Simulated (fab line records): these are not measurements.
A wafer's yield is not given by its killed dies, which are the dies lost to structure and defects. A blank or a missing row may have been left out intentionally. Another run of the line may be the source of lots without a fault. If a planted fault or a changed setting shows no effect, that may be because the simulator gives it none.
Split-lot study ; flow n5-finfet ; route with 1938 steps; 7 lots, 39 wafers read

THE SPLIT
At N5_FIN_SAQP_MANDREL_ETCH_22 (etches a-Si in HBr/Cl2, stops on SiNx, target depth 60 nm, bt time 10 s, time 30 s), the setting target-depth-a was moved away from the recipe's 600 angstrom on 12 of the 39 wafers read, by -5.6% to +7.1%. This setting was run at the recipe's value on the other wafers.

Reading taken at the split's own step.

THE READING
SOC_of_FIN_SAQP_COAT_49.thk-nm (the simulator's own value, which no gauge read), in nm, at N5_FIN_SAQP_MANDREL_ETCH_22 (etches a-Si in HBr/Cl2, stops on SiNx, target depth 60 nm, bt time 10 s, time 30 s). There is no usual value for it anywhere in the file. Here, 27 wafers ran the recipe; their average is 76.20 nm with a standard deviation of 0.33 nm.

wafer;tool, chamber at the split;target-depth-a as run, angstrom;against the recipe;SOC_of_FIN_SAQP_COAT_49.thk-nm, nm;against lot-mates on the recipe
L074.1;rie-si-04, 0;600;recipe;75.82;-
L074.2;rie-si-04, 1;600;recipe;75.59;-
L074.3;rie-si-04, 3;600;recipe;76.14;-
L074.4;rie-si-04, 2;600;recipe;76.05;-
L074.5;rie-si-04, 0;600;recipe;75.7;-
L074.6;rie-si-04, 3;600;recipe;76.29;-
L075.3;rie-si-06, 1;600;recipe;76.05;-
L075.4;rie-si-06, 3;600;recipe;76.33;-
L075.5;rie-si-06, 3;600;recipe;76.51;-
L077.1;rie-si-04, 0;566.4;-5.6%;77.5;+1.07
L077.2;rie-si-04, 2;600;recipe;76.11;-
L077.3;rie-si-04, 1;600;recipe;76.75;-
L077.4;rie-si-04, 3;566.4;-5.6%;77.96;+1.53
L077.5;rie-si-04, 0;600;recipe;76.43;-
L077.6;rie-si-04, 3;566.4;-5.6%;78.03;+1.60
L083.1;rie-si-04, 2;600;recipe;76.11;-
L083.2;rie-si-04, 3;600;recipe;76.87;-
L083.3;rie-si-04, 0;642.9;+7.1%;74.32;-2.26
L083.4;rie-si-04, 1;642.9;+7.1%;73.82;-2.76
L083.5;rie-si-04, 3;600;recipe;76.76;-
L083.6;rie-si-04, 2;642.9;+7.1%;74.51;-2.07
L084.1;rie-si-01, 3;600;recipe;76.1;-
L084.2;rie-si-01, 2;600;recipe;76.47;-
L084.3;rie-si-01, 1;600;recipe;76.22;-
L084.4;rie-si-01, 0;600;recipe;75.95;-
L084.5;rie-si-01, 0;600;recipe;76.04;-
L084.6;rie-si-01, 3;600;recipe;76.02;-
L087.1;rie-si-04, 2,0;620.9;+3.5%;75.65;-0.82
L087.5;rie-si-04, 2,0;620.9;+3.5%;75.65;-0.82
L087.2;rie-si-04, 1;600;recipe;76.31;-
L087.3;rie-si-04, 0;600;recipe;76.52;-
L087.4;rie-si-04, 3;600;recipe;76.59;-
L087.6;rie-si-04, 3;620.9;+3.5%;75.79;-0.68
L096.1;rie-si-01, 3;600;recipe;75.63;-
L096.2;rie-si-01, 0;600;recipe;75.87;-
L096.3;rie-si-01, 1;570.3;-5.0%;77.24;+1.39
L096.4;rie-si-01, 3;570.3;-5.0%;77.15;+1.30
L096.5;rie-si-01, 0;600;recipe;76.05;-
L096.6;rie-si-01, 1;570.3;-5.0%;77.34;+1.49
Rows listing several chambers each stand for several wafers; the file does not say which wafer went through which chamber.

THE FIT
A straight line over all 39 wafers: SOC_of_FIN_SAQP_COAT_49.thk-nm changes by -0.254 nm for each +1% of target-depth-a; r = -0.92; the points scatter about the line by 0.34 nm.
The same after taking each lot's own level away (the mean of its wafers on the recipe; 39 wafers): -0.288 nm for each +1%; r = -0.96; scatter 0.25 nm.
According to that fit, moving target-depth-a by its largest amount changes the reading by 2.1 nm.
The span of the lots' own levels, 75.850 to 76.580 nm, comes to 2.2 times the standard deviation stated above.
Thus the slope moves with the lot-to-lot level: the two fits are different.
Check: with one of the wafers moved furthest among these (+7.1%) left out of the fit, the line predicts -2.05 nm for it against its lot-mates. It came out at -2.26 nm against them.

ADDITIONAL SPLITS CARRIED BY THESE WAFERS
Other splits were also applied to these wafers ahead of the reading. Each is held against what the fit with the lots' levels taken away leaves over:
other split on the same wafers;wafers away from the commonest value;r with SOC_of_FIN_SAQP_COAT_49.thk-nm (lot level and that fit taken away)
N5_FIN_SAQP_ALD_61 temp-c;12;-0.01

FILE'S OWN FIT
SOC_of_FIN_SAQP_COAT_49.thk-nm changes by -0.288 nm for each +1% of target-depth-a, r = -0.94.
